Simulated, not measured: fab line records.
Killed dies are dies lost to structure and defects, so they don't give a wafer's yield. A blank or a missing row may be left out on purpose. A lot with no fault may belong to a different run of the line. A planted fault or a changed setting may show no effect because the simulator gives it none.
Which tool did it? || flow n5_finfet || 8 lots with 24 wafers sampled at 5 steps, on a route of 1938 steps

## WHAT THE GAUGES READ, wafer by wafer
N5_BEOL_M4_RC_MEAS_101. Usual: DIBL_N 36.9 mV/V, standard deviation 1.7; DIBL_P 36.7 mV/V, standard deviation 2.1; IOFF_N 0.17 nA/um, standard deviation 0.032; IOFF_P 0.22 nA/um, standard deviation 0.036; ION_N 674 uA/um, standard deviation 12; ION_P 461 uA/um, standard deviation 7; SS_N 71.7 mV/dec, standard deviation 0.6; SS_P 73.4 mV/dec, standard deviation 0.67; VT_N 249 mV, standard deviation 3.1; VT_P -250 mV, standard deviation 3.2.
{"lot": "L271", "measured": "day 8 01:31", "on": "prober-01", "DIBL_N (mV/V)": "35.5 36.4 35.7", "DIBL_P (mV/V)": "35.5 36.6 34.9", "IOFF_N (nA/um)": "0.14 0.15 0.14", "IOFF_P (nA/um)": "0.18 0.20 0.18", "ION_N (uA/um)": "657 674 666", "ION_P (uA/um)": "448 464 456", "SS_N (mV/dec)": "71.7 71.3 70.9", "SS_P (mV/dec)": "72.8 73.2 73.1", "VT_N (mV)": "253 254 250", "VT_P (mV)": "-254 -251 -251", "flag": ""}
{"lot": "L277", "measured": "day 9 04:58", "on": "prober-01", "DIBL_N (mV/V)": "38.8 36.9 37.5", "DIBL_P (mV/V)": "41.7 38.2 38.4", "IOFF_N (nA/um)": "0.23 0.18 0.19", "IOFF_P (nA/um)": "0.27 0.21 0.21", "ION_N (uA/um)": "694 676 683", "ION_P (uA/um)": "468 452 456", "SS_N (mV/dec)": "72.2 71.8 71.6", "SS_P (mV/dec)": "74.3 73.9 74.3", "VT_N (mV)": "245 250 248", "VT_P (mV)": "-251 -252 -254", "flag": ""}
{"lot": "L278", "measured": "day 9 08:10", "on": "prober-01", "DIBL_N (mV/V)": "36.3 35.7 37.0", "DIBL_P (mV/V)": "36.9 35.5 37.6", "IOFF_N (nA/um)": "0.17 0.14 0.17", "IOFF_P (nA/um)": "0.23 0.21 0.25", "ION_N (uA/um)": "685 662 676", "ION_P (uA/um)": "471 460 467", "SS_N (mV/dec)": "71.0 71.5 71.1", "SS_P (mV/dec)": "73.6 73.7 72.9", "VT_N (mV)": "245 250 248", "VT_P (mV)": "-246 -250 -246", "flag": ""}
{"lot": "L281", "measured": "day 11 08:37", "on": "prober-01", "DIBL_N (mV/V)": "38.3 40.4 38.5", "DIBL_P (mV/V)": "37.3 39.3 36.5", "IOFF_N (nA/um)": "0.18 0.24 0.20", "IOFF_P (nA/um)": "0.23 0.27 0.22", "ION_N (uA/um)": "684 692 680", "ION_P (uA/um)": "461 472 458", "SS_N (mV/dec)": "72.0 72.4 72.6", "SS_P (mV/dec)": "73.8 74.3 74.3", "VT_N (mV)": "250 246 248", "VT_P (mV)": "-252 -249 -250", "flag": ""}
{"lot": "L285", "measured": "day 11 09:52", "on": "prober-01", "DIBL_N (mV/V)": "38.3 38.2 35.9", "DIBL_P (mV/V)": "38.9 39.0 36.5", "IOFF_N (nA/um)": "0.21 0.21 0.16", "IOFF_P (nA/um)": "0.27 0.26 0.21", "ION_N (uA/um)": "691 691 681", "ION_P (uA/um)": "467 470 467", "SS_N (mV/dec)": "71.7 71.4 71.6", "SS_P (mV/dec)": "74.6 74.2 72.9", "VT_N (mV)": "247 246 251", "VT_P (mV)": "-247 -248 -250", "flag": ""}
{"lot": "L287", "measured": "day 11 13:01", "on": "prober-01", "DIBL_N (mV/V)": "36.7 37.6 36.9", "DIBL_P (mV/V)": "36.8 36.9 36.5", "IOFF_N (nA/um)": "0.14 0.18 0.15", "IOFF_P (nA/um)": "0.19 0.19 0.18", "ION_N (uA/um)": "664 671 660", "ION_P (uA/um)": "454 455 456", "SS_N (mV/dec)": "71.6 72.4 71.9", "SS_P (mV/dec)": "73.0 72.8 72.7", "VT_N (mV)": "251 248 252", "VT_P (mV)": "-253 -251 -252", "flag": ""}
{"lot": "L292", "measured": "day 13 05:11", "on": "prober-02", "DIBL_N (mV/V)": "35.5 32.0 35.6", "DIBL_P (mV/V)": "34.9 30.8 34.9", "IOFF_N (nA/um)": "0.14 0.10 0.14", "IOFF_P (nA/um)": "0.19 0.14 0.20", "ION_N (uA/um)": "673 651 667", "ION_P (uA/um)": "462 452 462", "SS_N (mV/dec)": "72.0 69.8 71.3", "SS_P (mV/dec)": "73.8 72.5 73.7", "VT_N (mV)": "254 255 255", "VT_P (mV)": "-250 -255 -251", "flag": ""}
{"lot": "L293", "measured": "day 13 07:12", "on": "prober-02", "DIBL_N (mV/V)": "37.5 38.9 35.0", "DIBL_P (mV/V)": "38.7 40.3 35.1", "IOFF_N (nA/um)": "0.20 0.23 0.14", "IOFF_P (nA/um)": "0.28 0.30 0.22", "ION_N (uA/um)": "681 696 660", "ION_P (uA/um)": "473 471 468", "SS_N (mV/dec)": "72.4 72.0 71.2", "SS_P (mV/dec)": "74.4 74.2 73.2", "VT_N (mV)": "244 245 251", "VT_P (mV)": "-247 -243 -249", "flag": ""}

## WHICH TOOL RAN EACH LOT (tool, then ch and the chambers of the sampled wafers, then the start)
{"lot": "L271", "N5_HKMG_FIN_DESCUM_53": "rie_diel-04 ch 1,2,3, day 4 03:13", "N5_HKMG_FIN_STRIP_60": "plasma_asher-01 ch 0,1, day 4 04:06", "N5_HKMG_FIN_ETCH_31": "rie_diel-04 ch 0,1,3, day 4 06:38", "N5_HKMG_FIN_ETCH_35": "rie_diel-04 ch 0,1,3, day 4 06:55"}
{"lot": "L277", "N5_HKMG_FIN_DESCUM_53": "rie_diel-05 ch 0,3, day 5 15:32", "N5_HKMG_FIN_STRIP_60": "plasma_asher-02 ch 0,1, day 5 16:25", "N5_HKMG_FIN_ETCH_31": "rie_diel-04 ch 0,1,3, day 5 18:49", "N5_HKMG_FIN_ETCH_35": "rie_diel-04 ch 0,1,3, day 5 19:05"}
{"lot": "L278", "N5_HKMG_FIN_DESCUM_53": "rie_diel-05 ch 0,1,2, day 5 23:37", "N5_HKMG_FIN_STRIP_60": "plasma_asher-01 ch 0,1, day 6 00:29", "N5_HKMG_FIN_ETCH_31": "rie_diel-04 ch 0,2, day 6 02:53", "N5_HKMG_FIN_ETCH_35": "rie_diel-04 ch 0,2, day 6 03:10"}
{"lot": "L281", "N5_HKMG_FIN_DESCUM_53": "rie_diel-05 ch 0,1,2, day 6 22:17", "N5_HKMG_FIN_STRIP_60": "plasma_asher-01 ch 0,1, day 6 23:10", "N5_HKMG_FIN_ETCH_31": "rie_diel-04 ch 2,3, day 7 02:08", "N5_HKMG_FIN_ETCH_35": "rie_diel-04 ch 2,3, day 7 02:25"}
{"lot": "L285", "N5_HKMG_FIN_DESCUM_53": "rie_diel-04 ch 2,3, day 7 13:45", "N5_HKMG_FIN_STRIP_60": "plasma_asher-02 ch 0,1, day 7 14:38", "N5_HKMG_FIN_ETCH_31": "rie_diel-05 ch 0,1,2, day 7 17:17", "N5_HKMG_FIN_ETCH_35": "rie_diel-05 ch 0,1,2, day 7 17:32"}
{"lot": "L287", "N5_HKMG_FIN_DESCUM_53": "rie_diel-04 ch 0,3, day 7 21:58", "N5_HKMG_FIN_STRIP_60": "plasma_asher-01 ch 0,1, day 7 22:51", "N5_HKMG_FIN_ETCH_31": "rie_diel-05 ch 0,2,3, day 8 01:37", "N5_HKMG_FIN_ETCH_35": "rie_diel-05 ch 0,2,3, day 8 01:53"}
{"lot": "L292", "N5_HKMG_FIN_DESCUM_53": "rie_diel-04 ch 1,2,3, day 9 05:00", "N5_HKMG_FIN_STRIP_60": "plasma_asher-01 ch 0,1, day 9 05:52", "N5_HKMG_FIN_ETCH_31": "rie_diel-02 ch 0,2, day 9 08:20", "N5_HKMG_FIN_ETCH_35": "rie_diel-02 ch 0,2, day 9 08:36"}
{"lot": "L293", "N5_HKMG_FIN_DESCUM_53": "rie_diel-02 ch 0,1,2, day 9 08:58", "N5_HKMG_FIN_STRIP_60": "plasma_asher-01 ch 0,1, day 9 09:50", "N5_HKMG_FIN_ETCH_31": "rie_diel-02 ch 0,1,3, day 9 12:23", "N5_HKMG_FIN_ETCH_35": "rie_diel-02 ch 0,1,3, day 9 12:39"}
- N5_HKMG_FIN_DESCUM_53: chemistry O2, time 7.9 s.
- N5_HKMG_FIN_STRIP_60: strips in N2/H2, time 360 s.
- N5_HKMG_FIN_ETCH_31: etches SiARC in CF4, target depth 45.5 nm, time 75.8 s.
- N5_HKMG_FIN_ETCH_35: etches SOC in N2/H2, target depth 215.8 nm, time 243.4 s.

## AS READ BY THE TOOLS THEMSELVES (means over the sampled wafers that have a number; for cases with no such wafer, the mark the record gives instead)
N5_HKMG_FIN_DESCUM_53. Usual: drypump_motor_current_A 5.4 A, standard deviation 0.38; oes_product_au 0.79 a.u., standard deviation 0.093; rf_vpp_V 243.1 V, standard deviation 1.5; showerhead_plenum_p_Torr 2.08 Torr, standard deviation 0.084; throttle_valve_pct 20.33 %, standard deviation 0.14.
{"lot": "L271", "tool": "rie_diel-04", "drypump_motor_current_A (A)": 5.2, "oes_product_au (a.u.)": 0.81, "rf_vpp_V (V)": 243.5, "showerhead_plenum_p_Torr (Torr)": 2.07, "throttle_valve_pct (%)": 20.34, "flag": ""}
{"lot": "L277", "tool": "rie_diel-05", "drypump_motor_current_A (A)": 5.2, "oes_product_au (a.u.)": 0.78, "rf_vpp_V (V)": 242.6, "showerhead_plenum_p_Torr (Torr)": 2.06, "throttle_valve_pct (%)": 20.16, "flag": ""}
{"lot": "L278", "tool": "rie_diel-05", "drypump_motor_current_A (A)": 5.5, "oes_product_au (a.u.)": 0.78, "rf_vpp_V (V)": 243.3, "showerhead_plenum_p_Torr (Torr)": 2.10, "throttle_valve_pct (%)": 20.24, "flag": ""}
{"lot": "L281", "tool": "rie_diel-05", "drypump_motor_current_A (A)": 5.5, "oes_product_au (a.u.)": 0.76, "rf_vpp_V (V)": 243.6, "showerhead_plenum_p_Torr (Torr)": 2.09, "throttle_valve_pct (%)": 20.26, "flag": ""}
{"lot": "L285", "tool": "rie_diel-04", "drypump_motor_current_A (A)": 5.1, "oes_product_au (a.u.)": 0.83, "rf_vpp_V (V)": 242.9, "showerhead_plenum_p_Torr (Torr)": 2.03, "throttle_valve_pct (%)": 20.33, "flag": ""}
{"lot": "L287", "tool": "rie_diel-04", "drypump_motor_current_A (A)": 5.8, "oes_product_au (a.u.)": 0.71, "rf_vpp_V (V)": 241.8, "showerhead_plenum_p_Torr (Torr)": 1.97, "throttle_valve_pct (%)": 20.42, "flag": ""}
{"lot": "L292", "tool": "rie_diel-04", "drypump_motor_current_A (A)": 5.2, "oes_product_au (a.u.)": 0.76, "rf_vpp_V (V)": 242.8, "showerhead_plenum_p_Torr (Torr)": 2.06, "throttle_valve_pct (%)": 20.42, "flag": ""}
{"lot": "L293", "tool": "rie_diel-02", "drypump_motor_current_A (A)": 5.5, "oes_product_au (a.u.)": 0.76, "rf_vpp_V (V)": 243.1, "showerhead_plenum_p_Torr (Torr)": 2.09, "throttle_valve_pct (%)": 20.39, "flag": ""}

N5_HKMG_FIN_STRIP_60. Usual: drypump_motor_current_A 5.75 A, standard deviation 0.25; heater_power_w 478 W, standard deviation 42.
{"lot": "L271", "tool": "plasma_asher-01", "drypump_motor_current_A (A)": 5.48, "heater_power_w (W)": 533, "flag": ""}
{"lot": "L277", "tool": "plasma_asher-02", "drypump_motor_current_A (A)": 5.90, "heater_power_w (W)": 438, "flag": ""}
{"lot": "L278", "tool": "plasma_asher-01", "drypump_motor_current_A (A)": 5.46, "heater_power_w (W)": 528, "flag": ""}
{"lot": "L281", "tool": "plasma_asher-01", "drypump_motor_current_A (A)": 5.69, "heater_power_w (W)": 522, "flag": ""}
{"lot": "L285", "tool": "plasma_asher-02", "drypump_motor_current_A (A)": 5.89, "heater_power_w (W)": 446, "flag": ""}
{"lot": "L287", "tool": "plasma_asher-01", "drypump_motor_current_A (A)": 5.70, "heater_power_w (W)": 518, "flag": ""}
{"lot": "L292", "tool": "plasma_asher-01", "drypump_motor_current_A (A)": 5.47, "heater_power_w (W)": 526, "flag": ""}
{"lot": "L293", "tool": "plasma_asher-01", "drypump_motor_current_A (A)": 5.68, "heater_power_w (W)": 520, "flag": ""}

N5_HKMG_FIN_ETCH_31. Usual: bias_w 35.99 W, standard deviation 0.11; drypump_motor_current_A 5.5 A, standard deviation 0.38; etch_rf_on_time_s 76.5 s, standard deviation 1.3; oes_product_au 0.67 a.u., standard deviation 0.071; rf_fwd_power_W 540.2 W, standard deviation 2.3; rf_vpp_V 184.0 V, standard deviation 1.3; showerhead_plenum_p_Torr 2.14 Torr, standard deviation 0.078; throttle_valve_pct 15.58 %, standard deviation 0.2.
{"lot": "L271", "tool": "rie_diel-04", "bias_w (W)": 36.05, "drypump_motor_current_A (A)": 5.6, "etch_rf_on_time_s (s)": 77.1, "oes_product_au (a.u.)": 0.62, "rf_fwd_power_W (W)": 542.2, "rf_vpp_V (V)": 184.0, "showerhead_plenum_p_Torr (Torr)": 2.11, "throttle_valve_pct (%)": 15.72, "flag": ""}
{"lot": "L277", "tool": "rie_diel-04", "bias_w (W)": 35.98, "drypump_motor_current_A (A)": 5.6, "etch_rf_on_time_s (s)": 77.3, "oes_product_au (a.u.)": 0.61, "rf_fwd_power_W (W)": 540.9, "rf_vpp_V (V)": 184.0, "showerhead_plenum_p_Torr (Torr)": 2.11, "throttle_valve_pct (%)": 15.74, "flag": ""}
{"lot": "L278", "tool": "rie_diel-04", "bias_w (W)": 36.07, "drypump_motor_current_A (A)": 5.1, "etch_rf_on_time_s (s)": 75.4, "oes_product_au (a.u.)": 0.73, "rf_fwd_power_W (W)": 535.5, "rf_vpp_V (V)": 183.6, "showerhead_plenum_p_Torr (Torr)": 2.08, "throttle_valve_pct (%)": 15.55, "flag": ""}
{"lot": "L281", "tool": "rie_diel-04", "bias_w (W)": 35.92, "drypump_motor_current_A (A)": 5.1, "etch_rf_on_time_s (s)": 76.7, "oes_product_au (a.u.)": 0.71, "rf_fwd_power_W (W)": 537.9, "rf_vpp_V (V)": 183.5, "showerhead_plenum_p_Torr (Torr)": 2.08, "throttle_valve_pct (%)": 15.50, "flag": ""}
{"lot": "L285", "tool": "rie_diel-05", "bias_w (W)": 35.90, "drypump_motor_current_A (A)": 5.4, "etch_rf_on_time_s (s)": 76.3, "oes_product_au (a.u.)": 0.64, "rf_fwd_power_W (W)": 540.1, "rf_vpp_V (V)": 184.4, "showerhead_plenum_p_Torr (Torr)": 2.15, "throttle_valve_pct (%)": 15.54, "flag": ""}
{"lot": "L287", "tool": "rie_diel-05", "bias_w (W)": 35.96, "drypump_motor_current_A (A)": 5.5, "etch_rf_on_time_s (s)": 76.7, "oes_product_au (a.u.)": 0.69, "rf_fwd_power_W (W)": 540.8, "rf_vpp_V (V)": 184.2, "showerhead_plenum_p_Torr (Torr)": 2.22, "throttle_valve_pct (%)": 15.41, "flag": ""}
{"lot": "L292", "tool": "rie_diel-02", "bias_w (W)": 35.94, "drypump_motor_current_A (A)": 5.8, "etch_rf_on_time_s (s)": 75.8, "oes_product_au (a.u.)": 0.61, "rf_fwd_power_W (W)": 542.1, "rf_vpp_V (V)": 183.9, "showerhead_plenum_p_Torr (Torr)": 2.10, "throttle_valve_pct (%)": 15.73, "flag": ""}
{"lot": "L293", "tool": "rie_diel-02", "bias_w (W)": 35.97, "drypump_motor_current_A (A)": 5.3, "etch_rf_on_time_s (s)": 78.0, "oes_product_au (a.u.)": 0.69, "rf_fwd_power_W (W)": 541.3, "rf_vpp_V (V)": 182.7, "showerhead_plenum_p_Torr (Torr)": 2.14, "throttle_valve_pct (%)": 15.52, "flag": ""}

N5_HKMG_FIN_ETCH_35. Usual: bias_w 5.001 W, standard deviation 0.014; drypump_motor_current_A 5.5 A, standard deviation 0.37; oes_product_au 0.78 a.u., standard deviation 0.083; rf_fwd_power_W 2991 W, standard deviation 8.9; rf_vpp_V 141.5 V, standard deviation 1.1; showerhead_plenum_p_Torr 2.54 Torr, standard deviation 0.096; throttle_valve_pct 17.80 %, standard deviation 0.24.
{"lot": "L271", "tool": "rie_diel-04", "bias_w (W)": 4.996, "drypump_motor_current_A (A)": 5.6, "oes_product_au (a.u.)": 0.72, "rf_fwd_power_W (W)": 2989, "rf_vpp_V (V)": 141.0, "showerhead_plenum_p_Torr (Torr)": 2.50, "throttle_valve_pct (%)": 17.90, "flag": ""}
{"lot": "L277", "tool": "rie_diel-04", "bias_w (W)": 5.006, "drypump_motor_current_A (A)": 5.6, "oes_product_au (a.u.)": 0.71, "rf_fwd_power_W (W)": 2994, "rf_vpp_V (V)": 141.4, "showerhead_plenum_p_Torr (Torr)": 2.49, "throttle_valve_pct (%)": 17.91, "flag": ""}
{"lot": "L278", "tool": "rie_diel-04", "bias_w (W)": 4.998, "drypump_motor_current_A (A)": 5.2, "oes_product_au (a.u.)": 0.85, "rf_fwd_power_W (W)": 2981, "rf_vpp_V (V)": 141.3, "showerhead_plenum_p_Torr (Torr)": 2.46, "throttle_valve_pct (%)": 17.71, "flag": ""}
{"lot": "L281", "tool": "rie_diel-04", "bias_w (W)": 4.979, "drypump_motor_current_A (A)": 5.1, "oes_product_au (a.u.)": 0.80, "rf_fwd_power_W (W)": 2761, "rf_vpp_V (V)": 146.7, "showerhead_plenum_p_Torr (Torr)": 2.46, "throttle_valve_pct (%)": 17.65, "flag": "OFF"}
{"lot": "L285", "tool": "rie_diel-05", "bias_w (W)": 5.003, "drypump_motor_current_A (A)": 5.5, "oes_product_au (a.u.)": 0.75, "rf_fwd_power_W (W)": 2986, "rf_vpp_V (V)": 141.2, "showerhead_plenum_p_Torr (Torr)": 2.55, "throttle_valve_pct (%)": 17.78, "flag": ""}
{"lot": "L287", "tool": "rie_diel-05", "bias_w (W)": 4.987, "drypump_motor_current_A (A)": 5.5, "oes_product_au (a.u.)": 0.80, "rf_fwd_power_W (W)": 2994, "rf_vpp_V (V)": 142.5, "showerhead_plenum_p_Torr (Torr)": 2.64, "throttle_valve_pct (%)": 17.67, "flag": ""}
{"lot": "L292", "tool": "rie_diel-02", "bias_w (W)": 4.991, "drypump_motor_current_A (A)": 5.8, "oes_product_au (a.u.)": 0.71, "rf_fwd_power_W (W)": 2993, "rf_vpp_V (V)": 140.7, "showerhead_plenum_p_Torr (Torr)": 2.51, "throttle_valve_pct (%)": 18.10, "flag": ""}
{"lot": "L293", "tool": "rie_diel-02", "bias_w (W)": 5.001, "drypump_motor_current_A (A)": 5.4, "oes_product_au (a.u.)": 0.81, "rf_fwd_power_W (W)": 2996, "rf_vpp_V (V)": 140.6, "showerhead_plenum_p_Torr (Torr)": 2.53, "throttle_valve_pct (%)": 17.75, "flag": ""}

## THE ANSWER, worked out from the rows above alone
Rule: lot off if the mean of its wafers having a number is beyond 3 standard deviations from the usual mean. Also off: a lot with no number at a reading for which 4 or more lots have one. Where the step has rows for the other lots, those lots are counted as sound. The gauges are gone through in route order, then the tools' own readings, and for those a lot's mean is taken as printed above. The first step at which some lot is off is used, and at that step the reading that is off furthest; a lot without a number counts as furthest.
Off at N5_HKMG_FIN_ETCH_35 (rf_fwd_power_W): L281.
A tool fits if, at that step or a process step before it, it ran every lot that is off, and no sound lot after the first of them. 2 tools fit, rie_diel-05 at N5_HKMG_FIN_DESCUM_53 and rie_diel-04 at N5_HKMG_FIN_ETCH_31 and N5_HKMG_FIN_ETCH_35, so this cannot tell which one it is.

## WHAT HAD BEEN PUT IN BY THE SIMULATOR
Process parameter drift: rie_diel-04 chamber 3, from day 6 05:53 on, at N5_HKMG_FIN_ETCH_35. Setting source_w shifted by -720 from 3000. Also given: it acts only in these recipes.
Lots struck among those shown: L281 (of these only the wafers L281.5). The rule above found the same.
